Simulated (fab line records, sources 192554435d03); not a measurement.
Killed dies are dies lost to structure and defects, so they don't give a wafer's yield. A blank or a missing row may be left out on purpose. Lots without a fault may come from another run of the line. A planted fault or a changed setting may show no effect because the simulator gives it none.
Split-lot experiment | flow n5_finfet | 7 lots, 21 wafers read, on a route of 1938 steps

THE SPLIT
At N5_BEOL_M7_TRENCH_ETCH_37 (etches SiCOH lowk in C4F6/O2, target depth 93.478 nm, time 31.2 s), the setting time_s was moved away from the recipe's 31.2 s on 10 of the 21 wafers read, by -19.1% to +18.2%. The other wafers ran this setting at the recipe's value.

FROM THE SPLIT TO THE READING: what the file shows between them, 16 steps
- N5_BEOL_M7_ETCH_41: etches SiCN in CH3F/O2, target depth 31.9 nm, time 57.8 s (also split here: source_w)
- N5_BEOL_M7_STRIP_80: strips in N2/H2, time 10 s
- N5_BEOL_M7_OCD_MEAS_38
- N5_BEOL_M7_HM_STRIP_39: strips TiN in peroxide tin strip, target depth 25 nm, time 158 s
- N5_BEOL_M7_SRD_40: time 30 s
- N5_BEOL_M7_PRECLEAN_42: cleans in residue remover, time 60 s
- N5_BEOL_M7_SRD_43: time 30 s
- N5_BEOL_M7_CD_MEAS_35: target cd 40 nm
- N5_BEOL_M7_CURE_75: cures SiCOH lowk, time 120 s
- N5_BEOL_M7_DEGAS_44: time 60 s
- N5_BEOL_M7_ECD_50: material Cu, target thk 300 nm
- N5_BEOL_M7_ANNEAL_51: time 90 s
- N5_BEOL_M7_CMP_52: polishes, stops on SiCOH lowk, t overpolish 6.9 s, target thk 80 nm
- N5_BEOL_M7_THK_MEAS_53: measures by xrf
- N5_BEOL_M7_PRE_CLEAN_55: time 15 s
- N5_BEOL_M7_DEP_56: deposits SiCN from 3MS/NH3, target thk 10 nm, time 17.5 s

THE READING
M7_RS, in ohm/sq, at N5_BEOL_M7_RS_MEAS_57 (measures by four-point-probe). Fault-free wafers of this fab line usually give 0.286 ohm/sq, standard deviation 0.0063 ohm/sq.

wafer  | tool, chamber at the split | time_s as run, s | against the recipe | M7_RS, ohm/sq | against lot-mates on the recipe
L075.1 | rie_diel-01, 0             | 36.89            | +18.2%             | 0.230         | -0.051
L075.3 | rie_diel-01, 2             | 31.2             | recipe             | 0.281         | -
L075.6 | rie_diel-01, 3             | 36.89            | +18.2%             | 0.222         | -0.059
L081.2 | rie_diel-05, 3             | 31.2             | recipe             | 0.292         | -
L081.5 | rie_diel-05, 3             | 25.25            | -19.1%             | 0.376         | +0.084
L081.6 | rie_diel-05, 0             | 25.25            | -19.1%             | 0.385         | +0.093
L083.1 | rie_diel-03, 0             | 31.2             | recipe             | 0.292         | -
L083.3 | rie_diel-03, 3             | 35.17            | +12.7%             | 0.242         | -0.047
L083.4 | rie_diel-03, 3             | 31.2             | recipe             | 0.287         | -
L086.2 | rie_diel-01, 2             | 31.2             | recipe             | 0.278         | -
L086.4 | rie_diel-01, 0             | 31.2             | recipe             | 0.276         | -
L086.6 | rie_diel-01, 1             | 33.37            | +7.0%              | 0.260         | -0.017
L088.1 | rie_diel-01, 3             | 25.86            | -17.1%             | 0.365         | +0.082
L088.3 | rie_diel-01, 0             | 31.2             | recipe             | 0.283         | -
L088.6 | rie_diel-01, 0             | 25.86            | -17.1%             | 0.365         | +0.082
L093.1 | rie_diel-05, 2             | 35.13            | +12.6%             | 0.237         | -0.047
L093.2 | rie_diel-05, 0             | 31.2             | recipe             | 0.284         | -
L093.4 | rie_diel-05, 3             | 35.13            | +12.6%             | 0.245         | -0.039
L095.2 | rie_diel-05, 2             | 31.2             | recipe             | 0.291         | -
L095.4 | rie_diel-05, 3             | 31.2             | recipe             | 0.291         | -
L095.6 | rie_diel-05, 2             | 31.2             | recipe             | 0.281         | -

THE FIT
A straight line over all 21 wafers: M7_RS changes by -0.00415 ohm/sq for each +1% of time_s; r = -0.99; the points scatter about the line by 0.0083 ohm/sq.
The same after taking each lot's own level away (the mean of its wafers on the recipe; 21 wafers): -0.00401 ohm/sq for each +1%; r = -0.99; scatter 0.0076 ohm/sq.
On that fit, the largest move of time_s shifts the reading by 0.076 ohm/sq.
The lots' own levels span 0.2770 to 0.2920 ohm/sq, that is 2.4 times the standard deviation above.
So the lot-to-lot level changes the slope little: the two slopes agree.
Check: with one of the wafers moved furthest among these (-19.1%) left out of the fit, the line predicts +0.0815 ohm/sq for it against its lot-mates. It came out at +0.084 ohm/sq against them.

OTHER SPLITS ON THESE WAFERS
These wafers also went through other splits before the reading. Each is held against what the fit with the lots' levels taken away leaves over:
other split on the same wafers | wafers away from the commonest value | r with M7_RS (lot level and that fit taken away)
N5_BEOL_M7_EXPOSE_08 dose_mj   | 7                                    | +0.09
N5_BEOL_M7_ETCH_41 source_w    | 8                                    | -0.16

THE WHOLE CHAIN: every reading that the file lists as answering this split, in the file's order
step                      | what it does                                                        | reading                                                                      | change (the file's fit)               | r (the file's)
N5_BEOL_M7_TRENCH_ETCH_37 | etches SiCOH lowk in C4F6/O2, target depth 93.478 nm, time 31.2 s   | BEOL_M7.feature_depth_nm (the simulator's own value, which no gauge read)    | +0.904 nm for each +1% of the setting | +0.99
N5_BEOL_M7_TRENCH_ETCH_37 | etches SiCOH lowk in C4F6/O2, target depth 93.478 nm, time 31.2 s   | etch.depth_nm (the simulator's own value, which no gauge read)               | +0.905 nm for each +1% of the setting | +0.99
N5_BEOL_M7_OCD_MEAS_38    |                                                                     | trench_depth_nm                                                              | +0.894 nm for each +1% of the setting | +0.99
N5_BEOL_M7_CMP_52         | polishes, stops on SiCOH lowk, t overpolish 6.9 s, target thk 80 nm | Cu_of_BEOL_M7_ECD_50.thk_nm (the simulator's own value, which no gauge read) | +0.903 nm for each +1% of the setting | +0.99
N5_BEOL_M7_THK_MEAS_53    | measures by xrf                                                     | M7_THK                                                                       | +0.917 for each +1% of the setting    | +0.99
N5_BEOL_M7_RS_MEAS_57     | measures by four-point-probe                                        | M7_RS                                                                        | -0.00394 for each +1% of the setting  | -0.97

THE FILE'S OWN FIT
M7_RS changes by -0.00394 ohm/sq for each +1% of time_s, r = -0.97.
